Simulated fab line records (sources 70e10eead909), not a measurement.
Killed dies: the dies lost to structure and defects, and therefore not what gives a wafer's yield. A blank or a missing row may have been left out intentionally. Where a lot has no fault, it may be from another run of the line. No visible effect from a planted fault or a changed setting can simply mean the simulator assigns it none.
A struck lot beside a sound one    flow nandHarc    14 out of 1302 route steps
Sound: the wafers L512.1, L512.3, L512.6. Wafers L520.1, L520.3, L520.6 were the ones struck. At the end, the cause is stated.
Order at every step that has rows: each side's tool, ch and its chambers, its first start. Under that, the readings that differ: sound wafers    struck wafers    difference of the means    sigmas: that difference in standard deviations of wafers without a fault.
alike: same words and numbers on both sides, and readings whose means sit less than 2 such deviations apart. not compared: any withheld reading, any reading some wafer has no value for, any bound like >300 that may hide the same value, and any number with overlapping values for which the record gives no deviation.
A row with sigmas, a row that says differs or no value, or rows on one side alone: a step with any of these is where the two part. Non-overlapping numbers with no deviation appear without sigmas and do not part them. A reading missing from all wafers of one side parts the sides only when that side holds two or more wafers.

NHARC_P_CONTACT_PVD_32: deposits Ti, target thk 5 nm, time 17.7 s.
  sound on pvdSputter-02; struck on pvdSputter-03
  alike: throttleValvePct
NHARC_P_CONTACT_ALD_22: deposits TiN, target thk 3 nm, pulse time 1 s, ald cycles 150.
  sound on aldMetal-01 ch 0,2,3, day 10 01:32; struck on aldMetal-04 ch 1,2,3, day 13 07:17
  alike: heaterPowerW, precursorPulseHeightRel
NHARC_P_CONTACT_CVD_23: deposits W, target thk 200 nm, time 557 s.
  sound on cvdW-02 ch 0; struck on cvdW-02 ch 1
  alike: heaterPowerW, throttleValvePct
NHARC_P_CONTACT_CMP_24: polishes, t overpolish 30 s, target thk 200 nm.
  sound on cmp-04 ch 0,2,3, day 10 02:23; struck on cmp-01 ch 1,2, day 13 08:07
  alike: motorCurrentA, overpolishRunS, slurryFilterDpKPa, timeToEndpointS
next, for these wafers, 1 step has no rows: NHARC_P_CONTACT_SRD_26.
NHARC_P_CONTACT_INSPECT_27:
  sound on defectInspect-02, day 10 02:47; struck on defectInspect-02, day 13 08:31
  alike: rawDefectCount
then, 5 steps without rows for these wafers: NHARC_P_M0_DEP_00 (deposits SiOC, target thk 150 nm); NHARC_P_M0_DEHYDRATE_01 (time 120 s); NHARC_P_M0_HMDS_02 (time 30 s); NHARC_P_M0_COAT_33 (time 65 s); NHARC_P_M0_COAT_03 (resist thk 90 nm).
NHARC_P_M0_SOFTBAKE_04: time 55 s.
  sound on lithoTrack-04 ch 0, day 10 03:00; struck on lithoTrack-04 ch 0, day 13 08:00
reading                sound                 struck                difference  sigmas
heaterPowerTotalW (W)  188.34 188.30 188.35  184.14 184.11 183.94  -4.27       -30
next, for these wafers, 1 step has no rows: NHARC_P_M0_EBR_05.
-- break in the record here, with 18 days between the starts of the struck wafers on either side (left off in module P_M0, picked up again in module END, where the first step shown is number 1302 on the route) --
NHARC_END_SORT_01:
  sound on prober-02 ch 0, day 28 22:41; struck on prober-01 ch 0, day 31 15:22
reading                 sound           struck          difference  sigmas
defectLimitedYield (%)  94.1 93.4 93.6  84.6 86.7 89.2  -6.9        -2
killedAtArray           32 42 37        98 84 70        +47         +2
killedDies              40 45 43        104 90 73       +46         +2
  alike: killedAtOther, killedAtPeriphery, killedOpen, killedShort

== WHERE THEY PART ==
Earliest at NHARC_P_M0_SOFTBAKE_04; latest, in this record, at NHARC_END_SORT_01.

WHY: what had been put in by the simulator
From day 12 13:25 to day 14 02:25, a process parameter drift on lithoTrack-04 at NHARC_P_M0_SOFTBAKE_04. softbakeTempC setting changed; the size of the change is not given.
